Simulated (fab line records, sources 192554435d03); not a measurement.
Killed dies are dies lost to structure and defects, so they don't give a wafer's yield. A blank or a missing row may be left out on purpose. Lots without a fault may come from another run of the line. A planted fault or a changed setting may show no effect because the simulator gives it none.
fab line records | flow n5_finfet | part 2 of 2: steps 14 to 25 of 25
record lots=5 wafers=15 last_day=17
route steps=1938 shown BEOL_M3@971
lots that met no fault: from a run of the same line without faults
start_h: hours from the record's first day to the start of the lot's first wafer shown | wait_h: hours since the lot's step before | " the same as in the row above | L1.1+2: a row that stands for several wafers | - no value, or no start given | * or withheld: withheld | < > ~ a bound
route shown NAME@n: a module of which the file shows steps, and the number in the route of the first | usual: mean/standard deviation of fault-free wafers | same: alike in all rows | chamber/n: place in a boat | sites: the reading at each site | _std_site: their standard deviation | _edge_site: outer sites' mean less inner sites' | radius_mm: how far each site lies from the wafer's centre | mask NAME#n: copy n | behind: the tool/chamber that last shaped the wafer | hold: why the lot was held/for how many hours/how that ended | device: the transistor (n, p or np) that didn't switch | end of line: the same wafers' tests at the end of the route | a step without rows: its recipe alone | killed: dies lost to structure and defects at the first sort, not the wafer's yield | map: a wafer's dies, x killed, . not, _ none there
set.NAME: the setting as run; set.NAME@STEP: as run at that earlier step | model.NAME: the simulator's own value behind a step, which no gauge read
lots at some steps of the route; a table a step, a row a wafer
services: from which hour (start_h, from the record's first day; less than 0 if before it) a tool's chamber was out of use, for how many hours, and why
## steps
# step N5_BEOL_M3_HM_STRIP_39
# recipe chemistry=peroxide_tin_strip material=TiN target_depth_a=250 temp_c=50 time_s=158
# same time_s=158
# columns lot.wafer tool chamber start_h wait_h
L080.2+5+6 wet_bench-03 2,7,3 191.10 0.0
L083.3+4+5 wet_bench-04 2,5,1 201.22 0.0
L087.1+2+4 wet_bench-03 6,0,3 231.37 0.0
L092.2+4+5 wet_bench-04 0,5,1 260.02 0.0
L094.4+5+6 wet_bench-01 5,0,1 267.94 0.0
# step N5_BEOL_M3_SRD_40
# recipe time_s=30 temp_c=23 rinse_liquid=diw dry=ipa_marangoni
# same time_s=30
# columns lot.wafer tool chamber start_h wait_h
L080.2+5+6 wet_bench-03 2,7,3 191.14 0.0
L083.3+4+5 wet_bench-04 2,5,1 201.27 0.0
L087.1+2+4 wet_bench-03 6,0,3 231.42 0.0
L092.2+4+5 wet_bench-04 0,5,1 260.07 0.0
L094.4+5+6 wet_bench-01 5,0,1 267.99 0.0
# step N5_BEOL_M3_PRECLEAN_42
# recipe chemistry=residue_remover time_s=60 temp_c=40
# same time_s=60
# columns lot.wafer tool chamber start_h wait_h
L080.2+5+6 wet_bench-03 2,7,3 191.16 0.0
L083.3+4+5 wet_bench-04 2,5,1 201.29 0.0
L087.1+2+4 wet_bench-03 6,0,3 231.44 0.0
L092.2+4+5 wet_bench-04 0,5,1 260.08 0.0
L094.4+5+6 wet_bench-01 5,0,1 268.00 0.0
# step N5_BEOL_M3_SRD_43
# recipe time_s=30 temp_c=23 rinse_liquid=diw dry=ipa_marangoni
# same time_s=30
# columns lot.wafer tool chamber start_h wait_h
L080.2+5+6 wet_bench-03 2,7,3 191.18 0.0
L083.3+4+5 wet_bench-04 2,5,1 201.30 0.0
L087.1+2+4 wet_bench-03 6,0,3 231.45 0.0
L092.2+4+5 wet_bench-04 0,5,1 260.10 0.0
L094.4+5+6 wet_bench-01 5,0,1 268.02 0.0
# step N5_BEOL_M3_CD_MEAS_35
# recipe target_cd_nm=18 target_cd_y_nm=21 polarity=opening
# usual cd_nm=17.94/0.27
# columns lot.wafer tool chamber start_h wait_h cd_nm
L080.2 cd_sem-02 - 191.22 0.0 18.03
L080.5 " - " " 18.06
L080.6 " - " " 17.60
L083.3 cd_sem-01 - 201.35 0.0 18.20
L083.4 " - " " 18.16
L083.5 " - " " 18.21
L087.1 cd_sem-01 - 231.49 0.0 17.89
L087.2 " - " " 18.09
L087.4 " - " " 17.65
L092.2 cd_sem-02 - 260.14 0.0 18.08
L092.4 " - " " 18.21
L092.5 " - " " 18.25
L094.4 cd_sem-03 - 268.06 0.0 18.17
L094.5 " - " " 18.42
L094.6 " - " " 17.99
# step N5_BEOL_M3_DEGAS_44
# recipe ambient=vacuum temp_c=250 time_s=60
# usual heater_power_w=315/18
# same time_s=60
# columns lot.wafer tool chamber start_h wait_h heater_power_w
L080.2 pvd_sputter-01 - 191.55 0.3 323
L080.5 " - " " 324
L080.6 " - " " 319
L083.3 pvd_sputter-02 - 201.54 0.2 280
L083.4 " - " " 301
L083.5 " - " " 332
L087.1 pvd_sputter-01 - 231.81 0.3 323
L087.2 " - " " 325
L087.4 " - " " 297
L092.2 pvd_sputter-02 - 260.41 0.3 294
L092.4 " - " " 326
L092.5 " - " " 292
L094.4 pvd_sputter-01 - 268.43 0.4 321
L094.5 " - " " 308
L094.6 " - " " 321
# step N5_BEOL_M3_PRE_CLEAN_45
# recipe gas=H2/He time_s=30 temp_c=250
# usual heater_power_w=316/18
# same time_s=30
# columns lot.wafer tool chamber start_h wait_h heater_power_w
L080.2 pvd_sputter-01 - 191.59 0.0 325
L080.5 " - " " 325
L080.6 " - " " 327
L083.3 pvd_sputter-02 - 201.58 0.0 274
L083.4 " - " " 300
L083.5 " - " " 337
L087.1 pvd_sputter-01 - 231.85 0.0 319
L087.2 " - " " 322
L087.4 " - " " 305
L092.2 pvd_sputter-02 - 260.45 0.0 297
L092.4 " - " " 327
L092.5 " - " " 303
L094.4 pvd_sputter-01 - 268.47 0.0 327
L094.5 " - " " 306
L094.6 " - " " 325
# step N5_BEOL_M3_ALD_84
# recipe material=TaN target_thk_a=* temp_c=275 ald_precursor_family=PDMAT ald_co_reactant=NH3 pressure_torr=3 carrier_flow_sccm=1500 pulse_time_s=2 purge_time_s=3 co_reactant_purge_time_s=2 co_reactant_pulse_time_s=3 ald_cycles=30 precursor_vessel_temp_c=75 precursor_vessel_pressure_torr=26.25 precursor_vessel_carrier_sccm=1000
# usual heater_power_outer_w=231/21 heater_power_w=419/47
# columns lot.wafer tool chamber start_h wait_h heater_power_outer_w heater_power_w
L080.2 ald_metal-04 1 191.66 0.0 250 476
L080.5 " 1 " " 253 491
L080.6 " 2 " " 222 367
L083.3 ald_metal-01 1 201.66 0.1 206 359
L083.4 " 0 " " 218 400
L083.5 " 3 " " 182 331
L087.1 ald_metal-02 2 231.91 0.0 263 419
L087.2 " 1 " " 214 383
L087.4 " 3 " " 252 461
L092.2 ald_metal-01 2 260.53 0.1 223 425
L092.4 " 0 " " 217 404
L092.5 " 0 " " 210 396
L094.4 ald_metal-04 0 268.53 0.0 252 482
L094.5 " 0 " " 262 473
L094.6 " 3 " " 229 450
# step N5_BEOL_M3_SURFACE_TREAT_85
# recipe gas=Ar time_s=* ion_energy_ev=* ion_current_ma_cm2=0.5 pressure_mtorr=* ar_flow_sccm=30
# usual throttle_valve_pct=*
# same time_s=*
# columns lot.wafer tool chamber start_h wait_h throttle_valve_pct
L080.2 pvd_sputter-02 - 191.88 0.1 *
L080.5 " - " " *
L080.6 " - " " *
L083.3 pvd_sputter-03 - 201.90 0.1 *
L083.4 " - " " *
L083.5 " - " " *
L087.1 pvd_sputter-01 - 232.17 0.2 *
L087.2 " - " " *
L087.4 " - " " *
L092.2 pvd_sputter-02 - 260.91 0.3 *
L092.4 " - " " *
L092.5 " - " " *
L094.4 pvd_sputter-01 - 268.83 0.2 *
L094.5 " - " " *
L094.6 " - " " *
# step N5_BEOL_M3_CVD_47
# recipe material=Co target_thk_a=30 temp_c=withheld precursor=CCTBA/H2 pressure_torr=30 time_s=223.8
# same time_s=223.8
# columns lot.wafer tool chamber start_h wait_h
L080.2+5+6 cvd_co-02 1,2,0 192.02 0.1
L083.3+4+5 cvd_co-02 0,2,0 202.19 0.3
L087.1+2+4 cvd_co-02 0,2,1 232.25 0.1
L092.2+4+5 cvd_co-01 2,1,2 260.97 0.0
L094.4+5+6 cvd_co-02 2,0,1 269.04 0.2
# step N5_BEOL_M3_SPUTTER_48
# recipe material=Cu target_thk_a=45 temp_c=-20 chamber_pressure_pa=0.07 power_w=withheld time_s=8.29
# usual throttle_valve_pct=29.4/0.78
# same time_s=8.29
# columns lot.wafer tool chamber start_h wait_h throttle_valve_pct
L080.2 pvd_sputter-03 - 192.33 0.2 29.1
L080.5 " - " " 30.5
L080.6 " - " " 29.0
L083.3 pvd_sputter-02 - 202.56 0.3 29.8
L083.4 " - " " 29.3
L083.5 " - " " 29.3
L087.1 pvd_sputter-01 - 232.47 0.2 29.3
L087.2 " - " " 28.8
L087.4 " - " " 27.8
L092.2 pvd_sputter-03 - 261.17 0.1 29.5
L092.4 " - " " 29.1
L092.5 " - " " 29.1
L094.4 pvd_sputter-03 - 269.17 0.1 29.4
L094.5 " - " " 29.1
L094.6 " - " " 30.1
# step N5_BEOL_M3_ANNEAL_49
# recipe temp_c=400 time_s=240 ambient=vacuum
# usual heater_power_w=786/45
# same time_s=240
# columns lot.wafer tool chamber start_h wait_h heater_power_w
L080.2 pvd_sputter-03 - 192.41 0.0 863
L080.5 " - " " 783
L080.6 " - " " 854
L083.3 pvd_sputter-02 - 202.64 0.0 695
L083.4 " - " " 833
L083.5 " - " " 754
L087.1 pvd_sputter-01 - 232.55 0.0 797
L087.2 " - " " 809
L087.4 " - " " 740
L092.2 pvd_sputter-03 - 261.25 0.0 781
L092.4 " - " " 767
L092.5 " - " " 868
L094.4 pvd_sputter-03 - 269.25 0.0 741
L094.5 " - " " 856
L094.6 " - " " 780
## services
# columns tool chamber start_h hours kind
ald_sin-03 3 172.68 20.5 repair
ald_sin-03 - 178.11 14.0 pm
ald_sin-03 0 178.11 14.0 vent_cycle
ald_sin-03 1 178.11 14.0 vent_cycle
ald_sin-03 2 178.11 14.0 vent_cycle
ald_metal-01 2 181.99 29.3 repair
wet_bench-01 - 188.87 3.9 repair
rie_diel-05 1 189.36 - clean
rie_diel-05 1 189.36 - consumable_replace:focus_ring
rie_diel-05 1 189.36 - consumable_replace:showerhead
rie_diel-05 1 189.36 17.0 scheduled_down
rie_diel-05 1 189.36 17.0 vent_cycle
rie_diel-03 2 208.36 12.5 repair
rie_diel-03 3 217.87 22.0 repair
rie_diel-05 2 219.60 - clean
rie_diel-05 2 219.60 - consumable_replace:focus_ring
rie_diel-05 2 219.60 16.4 scheduled_down
rie_diel-05 2 219.60 16.4 vent_cycle
ald_sin-04 - 223.62 0.7 repair
ald_metal-01 3 228.46 3.6 repair
cvd_co-02 - 240.62 0.5 repair
rie_diel-05 3 240.96 8.6 repair
ald_sin-03 - 254.01 0.5 repair
cvd_co-01 - 262.89 14.6 pm
